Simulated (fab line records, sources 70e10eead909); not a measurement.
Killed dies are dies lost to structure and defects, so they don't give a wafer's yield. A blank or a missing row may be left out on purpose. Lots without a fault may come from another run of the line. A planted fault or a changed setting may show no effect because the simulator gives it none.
Chamber matching | flow nand_harc | NHARC_P_CONTACT_DESCUM_17 on rie_diel-11: 4 sister chambers
The step chemistry O2, time 3 s. 24 wafers are shown with their chamber, then 12 later ones without.

WAFERS WITH THEIR CHAMBER
wafer  | chamber | showerhead_plenum_p_Torr (Torr) | drypump_motor_current_A (A) | throttle_valve_pct (%)
L075.1 | 1       | 1.91                            | 6.0                         | 11.305
L075.2 | 3       | 2.06                            | 5.3                         | 11.316
L075.3 | 2       | 1.97                            | 5.8                         | 11.307
L084.1 | 0       | 1.96                            | 5.7                         | 11.291
L084.2 | 2       | 1.96                            | 5.8                         | 11.310
L084.4 | 3       | 2.06                            | 5.3                         | 11.311
L084.3 | 1       | 1.91                            | 6.0                         | 11.306
L084.5 | 0       | 1.96                            | 5.7                         | 11.319
L084.6 | 3       | 2.06                            | 5.3                         | 11.318
L083.1 | 2       | 1.96                            | 5.8                         | 11.311
L083.2 | 3       | 2.06                            | 5.3                         | 11.295
L083.6 | 2       | 1.96                            | 5.8                         | 11.302
L087.1 | 1       | 1.91                            | 6.0                         | 11.314
L087.2 | 3       | 2.05                            | 5.3                         | 11.306
L087.5 | 3       | 2.05                            | 5.3                         | 11.320
L089.1 | 3       | 2.05                            | 5.3                         | 11.303
L089.4 | 0       | 1.96                            | 5.8                         | 11.315
L089.5 | 1       | 1.91                            | 6.0                         | 11.318
L091.1 | 1       | 1.91                            | 6.0                         | 11.304
L091.5 | 0       | 1.96                            | 5.7                         | 11.315
L091.6 | 3       | 2.05                            | 5.3                         | 11.332
L092.1 | 2       | 1.96                            | 5.8                         | 11.302
L092.2 | 1       | 1.91                            | 6.0                         | 11.317
L092.5 | 2       | 1.96                            | 5.8                         | 11.304

SIGNATURES (means of the wafers above)
reading                  | chamber 0 | chamber 1 | chamber 2 | chamber 3 | scatter within a chamber
showerhead_plenum_p_Torr | 1.9600    | 1.9100    | 1.9617    | 2.0550    | 0.00376
drypump_motor_current_A  | 5.725     | 6.000     | 5.800     | 5.300     | 0.0194
throttle_valve_pct       | 11.31000  | 11.31067  | 11.30600  | 11.31263  | 0.0092
Rule: a wafer's distance from a chamber is the root of the sum, over the readings, of the square of ((its reading less the chamber's mean) divided by the reading's scatter). The wafer belongs to the nearest chamber; if the next one is less than 2 further off, it can't be placed. The scatter: the root of (the sum of the squares of (reading less its chamber's mean) over the shown wafers, divided by (wafers less chambers)).

WAFERS WITHOUT THEIR CHAMBER
wafer  | showerhead_plenum_p_Torr (Torr) | drypump_motor_current_A (A) | throttle_valve_pct (%)
L093.2 | 1.91                            | 6.0                         | 11.301
L093.5 | 1.91                            | 6.0                         | 11.300
L093.6 | 1.96                            | 5.7                         | 11.306
L096.1 | 1.96                            | 5.8                         | 11.317
L096.3 | 2.05                            | 5.3                         | 11.327
L096.4 | 1.96                            | 5.7                         | 11.314
L096.2 | 1.91                            | 6.0                         | 11.321
L096.5 | 1.96                            | 5.7                         | 11.312
L096.6 | 2.05                            | 5.3                         | 11.309
L097.1 | 1.96                            | 5.8                         | 11.314
L097.3 | 1.91                            | 6.0                         | 11.309
L097.6 | 1.96                            | 5.7                         | 11.298

WHICH CHAMBER EACH WENT THROUGH
wafer  | from the rows above | in truth
L093.2 | 1                   | 1
L093.5 | 1                   | 1
L093.6 | 0                   | 0
L096.1 | 2                   | 2
L096.3 | 3                   | 3
L096.4 | 0                   | 0
L096.2 | 1                   | 1
L096.5 | 0                   | 0
L096.6 | 3                   | 3
L097.1 | 2                   | 2
L097.3 | 1                   | 1
L097.6 | 0                   | 0
Placed correctly: 12 of 12. Can't be placed from these rows: 0. Placed wrongly: 0.
